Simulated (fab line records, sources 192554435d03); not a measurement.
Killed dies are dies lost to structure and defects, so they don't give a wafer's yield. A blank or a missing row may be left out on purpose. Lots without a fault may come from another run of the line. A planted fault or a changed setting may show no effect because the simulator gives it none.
fab line records | flow n5_finfet
record lots=7 wafers=21
route steps=1938 shown BEOL_M0_SAQP@640 BEOL_M0@726 BEOL_M1@758 BEOL_M2@881
start_h: hours from the record's first day to the start of the lot's first wafer shown | wait_h: hours since the lot's step before | " the same as in the row above | L1.1+2: a row that stands for several wafers | - no value, or no start given | * or withheld: withheld | < > ~ a bound
route shown NAME@n: a module of which the file shows steps, and the number in the route of the first | usual: mean/standard deviation of fault-free wafers | same: alike in all rows | chamber/n: place in a boat | sites: the reading at each site | _std_site: their standard deviation | _edge_site: outer sites' mean less inner sites' | radius_mm: how far each site lies from the wafer's centre | mask NAME#n: copy n | behind: the tool/chamber that last shaped the wafer | hold: why the lot was held/for how many hours/how that ended | device: the transistor (n, p or np) that didn't switch | end of line: the same wafers' tests at the end of the route | a step without rows: its recipe alone | killed: dies lost to structure and defects at the first sort, not the wafer's yield | map: a wafer's dies, x killed, . not, _ none there
set.NAME: the setting as run; set.NAME@STEP: as run at that earlier step | model.NAME: the simulator's own value behind a step, which no gauge read
lots whose settings were changed on purpose; a table a step, a row a wafer
## steps
# step N5_BEOL_M0_SAQP_HM_DEP_111
# recipe material=SiO2 target_thk_a=120 temp_c=400 precursor=SiH4/N2O pressure_torr=0.75 rf_w=275 time_s=7.2
# columns lot.wafer tool chamber start_h wait_h set.time_s model.SiO2_of_BEOL_M0_SAQP_HM_DEP_111.thk_nm
L075.2 pecvd-03 1 116.80 0.0 7.2 11.6
L075.3 " 1 " " 7.2 12
L075.6 " 0 " " 7.2 12.2
L076.3 pecvd-02 1 121.36 0.0 8.266 13.4
L076.4 " 1 " " 7.2 11.8
L076.5 " 0 " " 8.266 13.6
L080.2 pecvd-03 1 142.63 0.0 7.2 11.8
L080.5 " 2 " " 7.2 12.2
L080.6 " 1 " " 7.2 12
L081.2 pecvd-02 1 147.32 0.0 7.2 11.6
L081.5 " 2 " " 6.574 11
L081.6 " 0 " " 7.2 12
L084.3 pecvd-03 1 170.52 0.0 7.2 11.8
L084.5 " 1 " " 7.2 12
L084.6 " 2 " " 7.2 12.2
L085.2 pecvd-03 2 175.16 0.0 7.2 12
L085.3 " 0 " " 7.2 11.8
L085.5 " 1 " " 8.128 13.4
L093.1 pecvd-01 0 220.53 0.0 6.362 10.4
L093.3 " 0 " " 7.2 12.2
L093.5 " 1 " " 7.2 12
# step N5_BEOL_M0_SAQP_COAT_81
# recipe resist=SOC temp_c=250 time_s=60 spin_rpm=1500 resist_thk_nm=100
# step N5_BEOL_M0_SAQP_COAT_82
# recipe resist=SiARC temp_c=220 time_s=60 spin_rpm=1500 resist_thk_nm=30
# step N5_BEOL_M0_SAQP_ETCH_84
# recipe chemistry=N2/H2 target=SOC target_depth_a=1000 overetch_a=200 mask_material=SiARC temp_c=40 time_s=150 ion_energy_ev=200 pressure_mtorr=30 source_w=840 bias_w=150 n2_flow_sccm=200 h2_flow_sccm=200
# step N5_BEOL_M0_SAQP_STRIP_80
# recipe chemistry=N2/H2 temp_c=40 n2_flow_sccm=200 h2_flow_sccm=200 rf_frequency_hz=6e+07
# step N5_BEOL_M0_SAQP_HM_OPEN_112
# recipe chemistry=CHF3/O2 target=SiO2 stop_on=a-Si target_depth_a=120 over_etch_frac=1.25 mask_material=SOC time_s=13.5 pressure_mtorr=30 source_w=650 bias_w=170 Ar_flow_sccm=200 CHF3_flow_sccm=50 O2_flow_sccm=5 ion_energy_ev=200 ends=end_point
# columns lot.wafer tool chamber start_h wait_h set.time_s@BEOL_M0_SAQP_HM_DEP_111 model.etch.depth_nm
L075.2 rie_diel-02 1 117.69 0.0 7.2 11.66
L075.3 " 3 " " 7.2 11.96
L075.6 " 3 " " 7.2 12.24
L076.3 rie_diel-06 1 122.09 0.0 8.266 13.48
L076.4 " 3 " " 7.2 11.87
L076.5 " 2 " " 8.266 13.53
L080.2 rie_diel-04 2 143.72 0.0 7.2 11.73
L080.5 " 2 " " 7.2 12.29
L080.6 " 3 " " 7.2 11.98
L081.2 rie_diel-02 3 148.05 0.0 7.2 11.55
L081.5 " 0 " " 6.574 10.94
L081.6 " 3 " " 7.2 11.95
L084.3 rie_diel-06 3 171.25 0.0 7.2 11.74
L084.5 " 3 " " 7.2 11.93
L084.6 " 2 " " 7.2 12.15
L085.2 rie_diel-06 1 175.76 0.0 7.2 11.97
L085.3 " 0 " " 7.2 11.85
L085.5 " 2 " " 8.128 13.5
L093.1 rie_diel-02 1 221.28 0.0 6.362 10.47
L093.3 " 0 " " 7.2 12.24
L093.5 " 3 " " 7.2 11.97
# step N5_BEOL_M0_ETCH_109
# recipe chemistry=CH3F/O2 target_depth_a=80 overetch_a=24 target=SiCN time_s=27.4 ion_energy_ev=120 pressure_mtorr=30 source_w=395 bias_w=75 Ar_flow_sccm=150 CH3F_flow_sccm=30 O2_flow_sccm=20
# usual rf_vpp_V=297.3/1.5
# columns lot.wafer tool chamber start_h wait_h set.bias_w rf_vpp_V
L075.2 rie_diel-01 3 125.40 0.0 75 297.7
L075.3 " 1 " " 75 298.4
L075.6 " 3 " " 87.02 325.6
L076.3 rie_diel-01 3 130.42 0.5 75 297.5
L076.4 " 2 " " 75 297.7
L076.5 " 1 " " 75 298.7
L080.2 rie_diel-01 1 150.72 0.0 81.11 312.6
L080.5 " 2 " " 75 297.0
L080.6 " 1 " " 75 298.0
L081.2 rie_diel-05 1 156.88 0.0 75 298.0
L081.5 " 0 " " 75 300.3
L081.6 " 3 " " 75 297.5
L084.3 rie_diel-01 2 180.87 0.4 75 298.1
L084.5 " 0 " " 75 296.0
L084.6 " 3 " " 75 295.9
L085.2 rie_diel-03 0 184.07 0.0 79.59 305.2
L085.3 " 3 " " 79.59 310.3
L085.5 " 3 " " 79.59 310.9
L093.1 rie_diel-01 0 229.26 0.1 75 295.8
L093.3 " 3 " " 85.09 321.7
L093.5 " 0 " " 85.09 320.3
# step N5_BEOL_M1_COAT_05
# recipe resist=CAR-EUV spin_rpm=1500 resist_thk_nm=30
# columns lot.wafer tool chamber start_h wait_h set.spin_rpm model.CAR-EUV_of_BEOL_M1_COAT_05.thk_nm
L075.2 litho_track-04 0 - - 1500 30
L075.3 " 0 " " 1583 29.2
L075.6 " 0 " " 1500 30.2
L076.3+5 litho_track-04 0 - - 1500 30
L076.4 " 0 " " 1594 29.2
L080.2 litho_track-05 0 - - 1500 30
L080.5+6 " 0 " " 1363 31.4
L081.2 litho_track-01 0 - - 1500 30
L081.5+6 " 0 " " 1500 30.2
L084.3+5+6 litho_track-04 0 - - 1500 30
L085.2+3+5 litho_track-05 0 - - 1500 30
L093.1+3+5 litho_track-05 0 - - 1500 30
# step N5_BEOL_M1_EBR_07
# recipe solvent=PGMEA ebr_width_mm=1.5
# step N5_BEOL_M1_SOFTBAKE_06
# recipe temp_c=110 time_s=60 resist=CAR-EUV
# step N5_BEOL_M1_EXPOSE_08
# recipe mask_id=M1 na=0.33 source_shape=dipole sigma_inner=0.369 sigma_outer=0.767 polarization=unpolarized dose_mj=33
# step N5_BEOL_M1_PEB_09
# recipe peb_temp_c=100 peb_time_s=60 resist=CAR-EUV
# step N5_BEOL_M1_DEVELOP_10
# recipe develop_time_s=30 developer=TMAH resist=CAR-EUV rinse_liquid=surfactant_rinse dry=air_spin dev_temp_c=23
# columns lot.wafer tool chamber start_h wait_h set.spin_rpm@BEOL_M1_COAT_05 model.CAR-EUV_of_BEOL_M1_COAT_05.thk_nm
L075.2+6 litho_track-01 0 - - 1500 29.6
L075.3 " 0 " " 1583 28.8
L076.3+5 litho_track-01 0 - - 1500 29.6
L076.4 " 0 " " 1594 28.8
L080.2 litho_track-05 0 - - 1500 29.6
L080.5+6 " 0 " " 1363 31
L081.2+5+6 litho_track-01 0 - - 1500 29.6
L084.3+6 litho_track-04 0 - - 1500 29.6
L084.5 " 0 " " 1500 29.4
L085.2+3+5 litho_track-01 0 - - 1500 29.6
L093.1+3 litho_track-01 0 - - 1500 29.6
L093.5 " 0 " " 1500 29.4
# step N5_BEOL_M1_DESCUM_16
# recipe chemistry=O2 time_s=7 source_power_w=50 bias_power_w=20 pressure_mtorr=20 rf_frequency_hz=2.712e+07 temp_c=40 resist=CAR-EUV o2_flow_sccm=225
# step N5_BEOL_M1_ETCH_74
# recipe chemistry=N2/H2 target=underlayer target_depth_a=65 mask_material=CAR-EUV time_s=5.2 ion_energy_ev=200 pressure_mtorr=30 source_w=840 bias_w=150 n2_flow_sccm=200 h2_flow_sccm=200 ends=cleared
# step N5_BEOL_M1_ETCH_63
# recipe chemistry=CF4 target=SiARC target_depth_a=156 mask_material=CAR-EUV time_s=26 ion_energy_ev=80 pressure_mtorr=40 source_w=545 bias_w=36 Ar_flow_sccm=100 cf4_flow_sccm=100 ends=cleared
# columns lot.wafer tool chamber start_h wait_h set.spin_rpm@BEOL_M1_COAT_05 model.CAR-EUV_of_BEOL_M1_COAT_05.thk_nm
L075.2+6 rie_diel-02 0,3 130.85 0.0 1500 11.2
L075.3 " 2 " " 1583 10.4
L076.3+5 rie_diel-04 2 134.42 0.0 1500 11.2
L076.4 " 3 " " 1594 10.4
L080.2 rie_diel-02 3 156.13 0.0 1500 11
L080.5+6 " 3,2 " " 1363 12.6
L081.2+5 rie_diel-06 1,3 163.82 0.0 1500 11.2
L081.6 " 2 " " 1500 11.4
L084.3+5+6 rie_diel-06 2,0,2 187.24 0.0 1500 11.2
L085.2+5 rie_diel-04 0 187.42 0.0 1500 11.2
L085.3 " 3 " " 1500 11
L093.1+3+5 rie_diel-04 1,0,1 233.39 0.0 1500 11.2
# step N5_BEOL_M1_ETCH_64
# recipe chemistry=N2/H2 target=SOC target_depth_a=750 overetch_a=150 mask_material=SiARC temp_c=40 time_s=112.5 ion_energy_ev=200 pressure_mtorr=30 source_w=840 bias_w=150 n2_flow_sccm=200 h2_flow_sccm=200
# columns lot.wafer tool chamber start_h wait_h set.time_s model.SiARC_of_BEOL_M1_COAT_62.thk_nm
L075.2 rie_diel-02 0 130.88 0.0 99.66 7.2
L075.3 " 2 " " 112.5 7
L075.6 " 3 " " 112.5 6.8
L076.3 rie_diel-04 2 134.45 0.0 112.5 6.6
L076.4 " 3 " " 112.5 6.8
L076.5 " 2 " " 105.7 7
L080.2+5 rie_diel-02 3 156.16 0.0 112.5 6.8
L080.6 " 2 " " 112.5 7
L081.2 rie_diel-06 1 163.85 0.0 112.5 6.8
L081.5+6 " 3,2 " " 112.5 7
L084.3+6 rie_diel-06 2 187.27 0.0 112.5 6.8
L084.5 " 0 " " 112.5 7
L085.2 rie_diel-04 0 187.45 0.0 135.7 5.8
L085.3 " 3 " " 135.7 5.6
L085.5 " 0 " " 112.5 6.8
L093.1 rie_diel-04 1 233.42 0.0 137 5.8
L093.3 " 0 " " 137 5.6
L093.5 " 1 " " 112.5 6.8
# step N5_BEOL_M1_STRIP_65
# recipe chemistry=N2/H2 temp_c=40 n2_flow_sccm=200 h2_flow_sccm=200 rf_frequency_hz=6e+07
# step N5_BEOL_M1_STRIP_75
# recipe chemistry=N2/H2 temp_c=40 n2_flow_sccm=200 h2_flow_sccm=200 rf_frequency_hz=6e+07
# step N5_BEOL_M1_STRIP_66
# recipe chemistry=CF4 resist=SiARC power_w=300 bias_power_w=75 pressure_mtorr=50 cf4_flow_sccm=150 rf_frequency_hz=6e+07
# step N5_BEOL_M1_HM_OPEN_17
# recipe chemistry=Cl2/BCl3 target_depth_a=200 overetch_a=60 target=TiN mask_material=SOC ion_energy_ev=150 pressure_mtorr=10 icp_w=1000 bias_w=126 Cl2_flow_sccm=53.25 bcl3_flow_sccm=21.75 Ar_flow_sccm=25
# columns lot.wafer tool chamber start_h wait_h set.time_s@BEOL_M1_ETCH_64 model.etch.depth_nm
L075.2 rie_metal-01 0 131.04 0.0 99.66 20.22
L075.3 " 0 " " 112.5 20.32
L075.6 " 1 " " 112.5 20.39
L076.3 rie_metal-01 0 134.64 0.1 112.5 20.29
L076.4 " 1 " " 112.5 20.27
L076.5 " 1 " " 105.7 20.3
L080.2 rie_metal-02 1 156.33 0.0 112.5 19.99
L080.5 " 1 " " 112.5 20.16
L080.6 " 0 " " 112.5 19.73
L081.2 rie_metal-02 0 164.02 0.0 112.5 19.8
L081.5 " 0 " " 112.5 20.03
L081.6 " 1 " " 112.5 19.66
L084.3 rie_metal-02 0 187.46 0.1 112.5 20.03
L084.5 " 0 " " 112.5 20.02
L084.6 " 1 " " 112.5 20.15
L085.2 rie_metal-01 0 187.62 0.0 135.7 17.18
L085.3 " 1 " " 135.7 17.28
L085.5 " 0 " " 112.5 19.82
L093.1 rie_metal-03 0 233.59 0.0 137 17.78
L093.3 " 1 " " 137 18.13
L093.5 " 1 " " 112.5 20.27
# step N5_BEOL_M2_ETCH_69
# recipe chemistry=CF4 target=SiARC target_depth_a=156 mask_material=CAR-EUV time_s=26 ion_energy_ev=80 pressure_mtorr=40 source_w=545 bias_w=36 Ar_flow_sccm=100 cf4_flow_sccm=100 ends=cleared
# usual rf_vpp_V=184.1/1.2
# columns lot.wafer tool chamber start_h wait_h set.bias_w rf_vpp_V
L075.2 rie_diel-01 3 145.49 0.0 31.19 165.6
L075.3 " 2 " " 36 182.4
L075.6 " 3 " " 31.19 165.9
L076.3 rie_diel-05 1 151.47 0.0 36 182.9
L076.4 " 0 " " 36 183.5
L076.5 " 1 " " 36 183.7
L081.2 rie_diel-03 1 175.37 0.0 36 184.5
L081.5 " 1 " " 36 183.9
L081.6 " 2 " " 36 183.9
L080.2 rie_diel-01 3 175.42 0.0 36 182.8
L080.5 " 0 " " 40.8 199.1
L080.6 " 1 " " 40.8 198.4
L084.3 rie_diel-01 2 196.56 0.0 36 184.5
L084.5 " 3 " " 36 182.4
L084.6 " 2 " " 36 183.3
L085.2 rie_diel-05 1 199.94 0.0 36 184.1
L085.3 " 2 " " 34.04 177.8
L085.5 " 3 " " 36 184.8
L093.1 rie_diel-01 3 247.76 0.0 33.35 174.5
L093.3 " 0 " " 36 181.7
L093.5 " 1 " " 33.35 175.7
# step N5_BEOL_M2_TRENCH_ETCH_37
# recipe chemistry=C4F6/O2 target_depth_a=555.55 target=SiOC time_s=29.2 ion_energy_ev=250 pressure_mtorr=30 source_w=355 bias_w=185 Ar_flow_sccm=300 C4F6_flow_sccm=10 O2_flow_sccm=10
# columns lot.wafer tool chamber start_h wait_h set.time_s model.BEOL_M2.feature_depth_nm model.etch.depth_nm
L075.2 rie_diel-03 3 - - 29.2 56.2 56.15
L075.3 " 1 " " 29.2 56.6 56.56
L075.6 " 2 " " 27.3 52.8 52.83
L076.3 rie_diel-01 3 - - 29.2 57 56.91
L076.4 " 0 " " 29.2 57.2 57.28
L076.5 " 3 " " 29.2 56.6 56.56
L081.2 rie_diel-03 1 - - 25.5 49.6 49.7
L081.5 " 3 " " 29.2 55.6 55.66
L081.6 " 1 " " 25.5 49.8 49.89
L080.2 rie_diel-01 2 - - 29.2 55.2 55.17
L080.5 " 0 " " 29.2 56.8 56.78
L080.6 " 3 " " 29.2 56 56.09
L084.3 rie_diel-05 1 - - 29.2 55.2 55.23
L084.5 " 1 " " 29.2 55.2 55.13
L084.6 " 2 " " 29.2 54 53.94
L085.2 rie_diel-03 1 - - 32.23 62.6 62.69
L085.3 " 3 " " 29.2 56.6 56.52
L085.5 " 2 " " 32.23 63.6 63.53
L093.1 rie_diel-03 1 - - 29.2 56.8 56.83
L093.3 " 3 " " 29.2 56.2 56.27
L093.5 " 3 " " 29.2 56 56.07
# step N5_BEOL_M2_ETCH_41
# recipe chemistry=CH3F/O2 target=SiCN target_depth_a=299 taper_deg=2 time_s=52.5 ion_energy_ev=120 mask_material=TiN pressure_mtorr=30 source_w=395 bias_w=75 Ar_flow_sccm=150 CH3F_flow_sccm=30 O2_flow_sccm=20
# step N5_BEOL_M2_STRIP_97
# recipe chemistry=N2/H2 time_s=10 power_w=450 temp_c=40 pressure_mtorr=20 rf_frequency_hz=6e+07 bias_power_w=7 n2_flow_sccm=200 h2_flow_sccm=200
# step N5_BEOL_M2_OCD_MEAS_38
# usual trench_depth_nm=56.3/1.1
# columns lot.wafer tool chamber start_h wait_h set.time_s@BEOL_M2_TRENCH_ETCH_37 trench_depth_nm
L075.2 ocd-01 - 146.81 - 29.2 56.0
L075.3 " - " " 29.2 56.5
L075.6 " - " " 27.3 52.6
L076.3 ocd-02 - 152.81 - 29.2 57.0
L076.4 " - " " 29.2 56.8
L076.5 " - " " 29.2 56.7
L081.2 ocd-01 - 176.04 - 25.5 50.2
L081.5 " - " " 29.2 55.8
L081.6 " - " " 25.5 49.3
L080.2 ocd-02 - 176.11 - 29.2 54.9
L080.5 " - " " 29.2 56.7
L080.6 " - " " 29.2 56.6
L084.3 ocd-02 - 199.93 - 29.2 55.0
L084.5 " - " " 29.2 55.6
L084.6 " - " " 29.2 54.3
L085.2 ocd-01 - 205.39 - 32.23 62.7
L085.3 " - " " 29.2 56.3
L085.5 " - " " 32.23 63.7
L093.1 ocd-02 - 249.87 - 29.2 57.0
L093.3 " - " " 29.2 56.2
L093.5 " - " " 29.2 56.4
# step N5_BEOL_M2_HM_STRIP_39
# recipe chemistry=peroxide_tin_strip material=TiN target_depth_a=250 temp_c=50 time_s=158
# step N5_BEOL_M2_SRD_40
# recipe time_s=30 temp_c=23 rinse_liquid=diw dry=ipa_marangoni
# step N5_BEOL_M2_ECD_50
# recipe material=Cu target_thk_a=3000
# step N5_BEOL_M2_ANNEAL_51
# recipe temp_c=225 time_s=90 ambient=N2
# step N5_BEOL_M2_CMP_52
# recipe stop_on=SiOC t_overpolish_s=6.8 down_force_psi=1 platen_rpm=50 clearing_platen_down_force_psi=1.5 clearing_platen_rpm=50 post_cmp_clean=cu_alkaline target_thk_nm=40 clearing_platen_pad_velocity_m_s=0.99484 pad_velocity_m_s=0.99484
# columns lot.wafer tool chamber start_h wait_h set.time_s@BEOL_M2_TRENCH_ETCH_37 model.Cu_of_BEOL_M2_ECD_50.thk_nm
L075.2 cmp-01 3 149.97 0.2 29.2 42.4
L075.3 " 0 " " 29.2 43.2
L075.6 " 3 " " 27.3 39.4
L076.4 cmp-01 0 155.94 0.1 29.2 44.6
L076.3 " 1 " " 29.2 44.8
L076.5 " 1 " " 29.2 43.8
L081.2 cmp-04 1 179.68 0.3 25.5 37.4
L081.5 " 2 " " 29.2 40.8
L081.6 " 3 " " 25.5 36.2
L080.2+6 cmp-01 0,1 179.95 0.2 29.2 41.8
L080.5 " 0 " " 29.2 43
L084.3+5 cmp-04 3 205.26 0.2 29.2 41.4
L084.6 " 0 " " 29.2 40.2
L085.2 cmp-01 1 209.17 0.3 32.23 48
L085.3 " 3 " " 29.2 41.8
L085.5 " 0 " " 32.23 49.6
L093.3 cmp-04 2 253.59 0.3 29.2 41
L093.1 " 3 " " 29.2 42.8
L093.5 " 1 " " 29.2 42.6
# step N5_BEOL_M2_PRE_CLEAN_60
# recipe gas=NH3/H2 time_s=15 temp_c=* rf_power_w=300
# step N5_BEOL_M2_PRE_CLEAN_56
# recipe gas=NH3 time_s=15 temp_c=withheld rf_power_w=300
# step N5_BEOL_M2_DEP_57
# recipe material=SiCN target_thk_a=80 temp_c=withheld precursor=3MS/NH3 pressure_torr=3 rf_w=202 time_s=14
# step N5_BEOL_M2_RS_MEAS_58
# recipe thk_meas_gauge=four-point-probe reads=Co_of_BEOL_M2_CO_CAP_55+Cu_of_BEOL_M2_ECD_50+Co_of_BEOL_M2_CVD_47+TaN_of_BEOL_M2_ALD_84
# usual M2_RS=0.64/0.031
# columns lot.wafer tool chamber start_h wait_h set.time_s@BEOL_M2_TRENCH_ETCH_37 M2_RS[ohm/sq]
L075.2 film_metro-01 - 150.52 0.1 29.2 0.62
L075.3 " - " " 29.2 0.61
L075.6 " - " " 27.3 0.68
L076.3 film_metro-01 - 156.69 0.1 29.2 0.58
L076.4 " - " " 29.2 0.58
L076.5 " - " " 29.2 0.59
L081.2 film_metro-01 - 180.15 0.1 25.5 0.73
L081.5 " - " " 29.2 0.65
L081.6 " - " " 25.5 0.76
L080.2 film_metro-02 - 180.51 0.1 29.2 0.63
L080.5 " - " " 29.2 0.61
L080.6 " - " " 29.2 0.63
L084.3 film_metro-02 - 205.81 0.1 29.2 0.64
L084.5 " - " " 29.2 0.64
L084.6 " - " " 29.2 0.66
L085.2 film_metro-02 - 209.70 0.1 32.23 0.53
L085.3 " - " " 29.2 0.63
L085.5 " - " " 32.23 0.51
L093.1 film_metro-02 - 254.07 0.0 29.2 0.61
L093.3 " - " " 29.2 0.65
L093.5 " - " " 29.2 0.62
## key
split step=N5_BEOL_M0_SAQP_HM_DEP_111 setting=time_s stated=7.2 by=wafer
response step=N5_BEOL_M0_SAQP_HM_DEP_111 reading=model.SiO2_of_BEOL_M0_SAQP_HM_DEP_111.thk_nm change=+0.119 per=1% r=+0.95
response step=N5_BEOL_M0_SAQP_HM_OPEN_112 reading=model.etch.depth_nm change=+0.118 per=1% r=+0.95
split step=N5_BEOL_M0_ETCH_109 setting=bias_w stated=75 by=wafer
response step=N5_BEOL_M0_ETCH_109 reading=rf_vpp_V change=+1.79 per=1% r=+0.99
split step=N5_BEOL_M1_COAT_05 setting=spin_rpm stated=1500 by=wafer
response step=N5_BEOL_M1_COAT_05 reading=model.CAR-EUV_of_BEOL_M1_COAT_05.thk_nm change=-0.149 per=1% r=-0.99
response step=N5_BEOL_M1_DEVELOP_10 reading=model.CAR-EUV_of_BEOL_M1_COAT_05.thk_nm change=-0.145 per=1% r=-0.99
response step=N5_BEOL_M1_ETCH_63 reading=model.CAR-EUV_of_BEOL_M1_COAT_05.thk_nm change=-0.157 per=1% r=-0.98
split step=N5_BEOL_M1_ETCH_64 setting=time_s stated=112.5 by=wafer
response step=N5_BEOL_M1_ETCH_64 reading=model.SiARC_of_BEOL_M1_COAT_62.thk_nm change=-0.0486 per=1% r=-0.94
response step=N5_BEOL_M1_HM_OPEN_17 reading=model.etch.depth_nm shape=bent at_lowest=20.22 at_stated=20.06 at_highest=17.95
split step=N5_BEOL_M2_ETCH_69 setting=bias_w stated=36 by=wafer
response step=N5_BEOL_M2_ETCH_69 reading=rf_vpp_V change=+1.18 per=1% r=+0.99
split step=N5_BEOL_M2_TRENCH_ETCH_37 setting=time_s stated=29.2 by=wafer
response step=N5_BEOL_M2_TRENCH_ETCH_37 reading=model.BEOL_M2.feature_depth_nm change=+0.533 per=1% r=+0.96
response step=N5_BEOL_M2_TRENCH_ETCH_37 reading=model.etch.depth_nm change=+0.533 per=1% r=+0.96
response step=N5_BEOL_M2_OCD_MEAS_38 reading=trench_depth_nm change=+0.553 per=1% r=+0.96
response step=N5_BEOL_M2_CMP_52 reading=model.Cu_of_BEOL_M2_ECD_50.thk_nm change=+0.468 per=1% r=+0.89
response step=N5_BEOL_M2_RS_MEAS_58 reading=M2_RS change=-0.00908 per=1% r=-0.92
